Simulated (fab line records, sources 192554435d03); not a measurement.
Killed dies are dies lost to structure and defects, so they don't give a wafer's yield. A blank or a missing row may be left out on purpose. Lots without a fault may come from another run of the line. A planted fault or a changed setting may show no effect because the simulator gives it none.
Which tool did it? | flow n5_finfet | 24 lots, 72 wafers sampled, at 4 steps of a route of 1938

WHAT THE GAUGES READ, wafer by wafer
N5_BEOL_M4_OVL_MEAS_29. Usual: V3_OVL -0.1 nm, standard deviation 0.64.
lot  | measured     | on         | V3_OVL (nm)    | flag
L074 | day 7 13:20  | overlay-01 | -0.8 1.1 -0.2  |
L076 | day 7 15:44  | overlay-01 | -0.3 0.0 0.2   |
L075 | day 8 01:34  | overlay-02 | -1.0 0.1 0.6   |
L077 | day 8 03:19  | overlay-01 | 0.1 0.1 0.5    |
L078 | day 8 08:53  | overlay-02 | -0.2 -0.4 -0.2 |
L079 | day 9 00:23  | overlay-01 | 0.6 0.9 0.8    |
L081 | day 9 08:58  | overlay-01 | -0.7 0.1 -0.1  |
L082 | day 9 14:41  | overlay-02 | -0.6 -0.2 -0.7 |
L080 | day 9 15:28  | overlay-01 | -0.2 -0.7 -0.6 |
L083 | day 9 19:13  | overlay-02 | -0.2 0.0 0.0   |
L084 | day 9 23:34  | overlay-01 | -1.5 -1.0 -1.7 |
L085 | day 10 11:17 | overlay-01 | -0.8 -0.4 -0.4 |
L086 | day 11 02:05 | overlay-02 | -0.6 -0.3 -0.9 |
L087 | day 11 05:04 | overlay-01 | 0.4 -0.1 0.4   |
L088 | day 11 12:10 | overlay-01 | -1.2 -0.3 -0.9 |
L090 | day 11 19:25 | overlay-01 | 1.0 0.2 0.7    |
L089 | day 11 20:29 | overlay-01 | 0.2 -0.4 0.0   |
L091 | day 12 02:05 | overlay-02 | -0.8 -0.8 -0.9 |
L092 | day 12 08:50 | overlay-02 | 0.2 -0.6 -1.4  |
L094 | day 12 13:31 | overlay-01 | 0.4 0.4 -0.2   |
L093 | day 12 13:41 | overlay-02 | 0.4 0.0 0.8    |
L095 | day 12 19:20 | overlay-01 | -0.5 0.8 -0.4  |
L096 | day 13 08:01 | overlay-02 | -0.3 -0.9 0.7  |
L097 | day 13 18:24 | overlay-01 | 0.1 0.5 -0.1   |

N5_BEOL_M4_INSPECT_30: inspects for defects (brightfield). Usual: raw_defect_count 403, standard deviation 99.
lot  | measured     | on                | raw_defect_count | flag
L074 | day 7 13:23  | defect_inspect-01 | 353 341 297      |
L076 | day 7 15:48  | defect_inspect-01 | 384 341 443      |
L075 | day 8 01:37  | defect_inspect-01 | 309 313 300      |
L077 | day 8 03:22  | defect_inspect-01 | 346 328 637      |
L078 | day 8 08:56  | defect_inspect-01 | 488 358 456      |
L079 | day 9 00:26  | defect_inspect-01 | 477 406 366      |
L081 | day 9 09:01  | defect_inspect-01 | 338 333 371      |
L082 | day 9 14:43  | defect_inspect-01 | 450 507 488      |
L080 | day 9 15:31  | defect_inspect-01 | 404 541 314      |
L083 | day 9 19:16  | defect_inspect-02 | 455 413 281      |
L084 | day 9 23:37  | defect_inspect-01 | 322 442 473      |
L085 | day 10 11:20 | defect_inspect-01 | 360 309 408      |
L086 | day 11 02:08 | defect_inspect-02 | 370 305 304      |
L087 | day 11 05:07 | defect_inspect-02 | 385 464 375      |
L088 | day 11 12:13 | defect_inspect-02 | 455 370 340      |
L090 | day 11 19:28 | defect_inspect-01 | 277 356 424      |
L089 | day 11 20:32 | defect_inspect-01 | 261 285 243      |
L091 | day 12 02:08 | defect_inspect-02 | 635 588 595      |
L092 | day 12 08:53 | defect_inspect-02 | 494 524 519      |
L094 | day 12 13:34 | defect_inspect-01 | 312 354 322      |
L093 | day 12 13:44 | defect_inspect-01 | 313 555 445      |
L095 | day 12 19:23 | defect_inspect-01 | 303 338 291      |
L096 | day 13 08:03 | defect_inspect-02 | 648 579 401      |
L097 | day 13 18:28 | defect_inspect-02 | 276 250 450      |

WHICH TOOL RAN EACH LOT (tool, then ch and the chambers of the sampled wafers, then the start)
lot  | N5_BEOL_M3_SPUTTER_92        | N5_BEOL_M4_HM_OPEN_17
L074 | pvd_sputter-01, day 7 09:38  | rie_metal-01 ch 0,1, day 7 12:40
L076 | pvd_sputter-02, day 7 11:08  | rie_metal-02 ch 0,1, day 7 15:13
L075 | pvd_sputter-01, day 7 20:41  | rie_metal-02 ch 0,1, day 8 00:56
L077 | pvd_sputter-03, day 7 23:04  | rie_metal-02 ch 0,1, day 8 02:44
L078 | pvd_sputter-01, day 8 01:11  | rie_metal-01 ch 0,1, day 8 08:22
L079 | pvd_sputter-01, day 8 17:25  | rie_metal-01 ch 0,1, day 8 23:43
L081 | pvd_sputter-03, day 9 03:40  | rie_metal-03 ch 0,1, day 9 08:19
L082 | pvd_sputter-02, day 9 09:15  | rie_metal-02 ch 0,1, day 9 13:57
L080 | pvd_sputter-03, day 9 09:19  | rie_metal-02 ch 0,1, day 9 14:42
L083 | pvd_sputter-03, day 9 12:02  | rie_metal-01 ch 0,1, day 9 18:41
L084 | pvd_sputter-02, day 9 16:49  | rie_metal-03 ch 0,1, day 9 21:56
L085 | pvd_sputter-02, day 10 06:27 | rie_metal-01 ch 0,1, day 10 10:45
L086 | pvd_sputter-03, day 10 22:31 | rie_metal-03 ch 0,1, day 11 01:25
L087 | pvd_sputter-01, day 11 01:47 | rie_metal-02 ch 0, day 11 04:26
L088 | pvd_sputter-03, day 11 06:10 | rie_metal-01 ch 1, day 11 11:22
L090 | pvd_sputter-02, day 11 14:23 | rie_metal-02 ch 0,1, day 11 18:55
L089 | pvd_sputter-01, day 11 17:09 | rie_metal-02 ch 0,1, day 11 19:52
L091 | pvd_sputter-03, day 11 21:47 | rie_metal-03 ch 0,1, day 12 01:16
L092 | pvd_sputter-03, day 12 05:10 | rie_metal-03 ch 0,1, day 12 08:17
L094 | pvd_sputter-02, day 12 09:32 | rie_metal-02 ch 0,1, day 12 12:58
L093 | pvd_sputter-01, day 12 09:56 | rie_metal-01 ch 0,1, day 12 13:07
L095 | pvd_sputter-03, day 12 14:04 | rie_metal-02 ch 0,1, day 12 18:32
L096 | pvd_sputter-03, day 13 04:23 | rie_metal-03 ch 0,1, day 13 07:08
L097 | pvd_sputter-02, day 13 14:41 | rie_metal-03 ch 0, day 13 17:44
- N5_BEOL_M3_SPUTTER_92: material Cu, target thk 4.5 nm, time 8.29 s.
- N5_BEOL_M4_HM_OPEN_17: chemistry Cl2/BCl3, target TiN, target depth 20 nm, overetch 6 nm.

WHAT THE TOOLS THEMSELVES READ (means of the sampled wafers that have a number; where no wafer has one, the mark that the record gives instead)
N5_BEOL_M3_SPUTTER_92. Usual: throttle_valve_pct 29.4 %, standard deviation 1.2.
lot  | tool           | throttle_valve_pct (%) | flag
L074 | pvd_sputter-01 | 28.6                   |
L076 | pvd_sputter-02 | 30.2                   |
L075 | pvd_sputter-01 | 28.7                   |
L077 | pvd_sputter-03 | 29.4                   |
L078 | pvd_sputter-01 | 29.3                   |
L079 | pvd_sputter-01 | 27.7                   |
L081 | pvd_sputter-03 | 29.4                   |
L082 | pvd_sputter-02 | 30.4                   |
L080 | pvd_sputter-03 | 28.9                   |
L083 | pvd_sputter-03 | 28.6                   |
L084 | pvd_sputter-02 | 30.1                   |
L085 | pvd_sputter-02 | 30.2                   |
L086 | pvd_sputter-03 | 29.6                   |
L087 | pvd_sputter-01 | 28.7                   |
L088 | pvd_sputter-03 | 29.4                   |
L090 | pvd_sputter-02 | 30.8                   |
L089 | pvd_sputter-01 | 28.7                   |
L091 | pvd_sputter-03 | 28.8                   |
L092 | pvd_sputter-03 | 29.5                   |
L094 | pvd_sputter-02 | 29.9                   |
L093 | pvd_sputter-01 | 29.1                   |
L095 | pvd_sputter-03 | 29.6                   |
L096 | pvd_sputter-03 | 30.1                   |
L097 | pvd_sputter-02 | 30.2                   |

N5_BEOL_M4_HM_OPEN_17. Usual: drypump_motor_current_A 5.6 A, standard deviation 0.58; oes_product_au 0.69 a.u., standard deviation 0.043; throttle_valve_pct 22.00 %, standard deviation 0.19.
lot  | tool         | drypump_motor_current_A (A) | oes_product_au (a.u.) | throttle_valve_pct (%) | flag
L074 | rie_metal-01 | 5.4                         | 0.65                  | 22.18                  |
L076 | rie_metal-02 | 5.5                         | 0.72                  | 22.03                  |
L075 | rie_metal-02 | 5.8                         | 0.69                  | 21.93                  |
L077 | rie_metal-02 | 5.8                         | 0.69                  | 21.94                  |
L078 | rie_metal-01 | 5.4                         | 0.66                  | 22.18                  |
L079 | rie_metal-01 | 5.7                         | 0.67                  | 22.02                  |
L081 | rie_metal-03 | 5.2                         | 0.74                  | 21.89                  |
L082 | rie_metal-02 | 5.8                         | 0.68                  | 21.95                  |
L080 | rie_metal-02 | 5.5                         | 0.71                  | 22.04                  |
L083 | rie_metal-01 | 5.7                         | 0.67                  | 22.02                  |
L084 | rie_metal-03 | 5.7                         | 0.71                  | 21.95                  |
L085 | rie_metal-01 | 5.4                         | 0.66                  | 22.19                  |
L086 | rie_metal-03 | 5.2                         | 0.73                  | 21.89                  |
L087 | rie_metal-02 | 6.1                         | 0.64                  | 21.85                  |
L088 | rie_metal-01 | 5.0                         | 0.62                  | 22.35                  |
L090 | rie_metal-02 | 5.8                         | 0.67                  | 21.95                  |
L089 | rie_metal-02 | 5.7                         | 0.67                  | 21.95                  |
L091 | rie_metal-03 | 5.7                         | 0.69                  | 21.95                  |
L092 | rie_metal-03 | 5.7                         | 0.69                  | 21.95                  |
L094 | rie_metal-02 | 5.7                         | 0.66                  | 21.95                  |
L093 | rie_metal-01 | 5.7                         | 0.66                  | 22.01                  |
L095 | rie_metal-02 | 5.5                         | 0.69                  | 22.05                  |
L096 | rie_metal-03 | 5.2                         | 0.70                  | 21.92                  |
L097 | rie_metal-03 | 4.7                         | 0.73                  | 21.86                  |

THE ANSWER, worked out from the rows above alone
Rule: a lot is off if the mean of its wafers that have a number lies more than 3 standard deviations from the usual mean. A lot without any number at a reading at which 4 lots or more have one is off too. The other lots that the step has rows for count as sound. The gauges are gone through in route order, then the tools' own readings, and for those a lot's mean is taken as printed above. The first step at which some lot is off is used, and at that step the reading that is off furthest; a lot without a number counts as furthest.
No lot is off at any reading shown: from this, nothing can be told.

WHAT THE SIMULATOR HAD PUT IN
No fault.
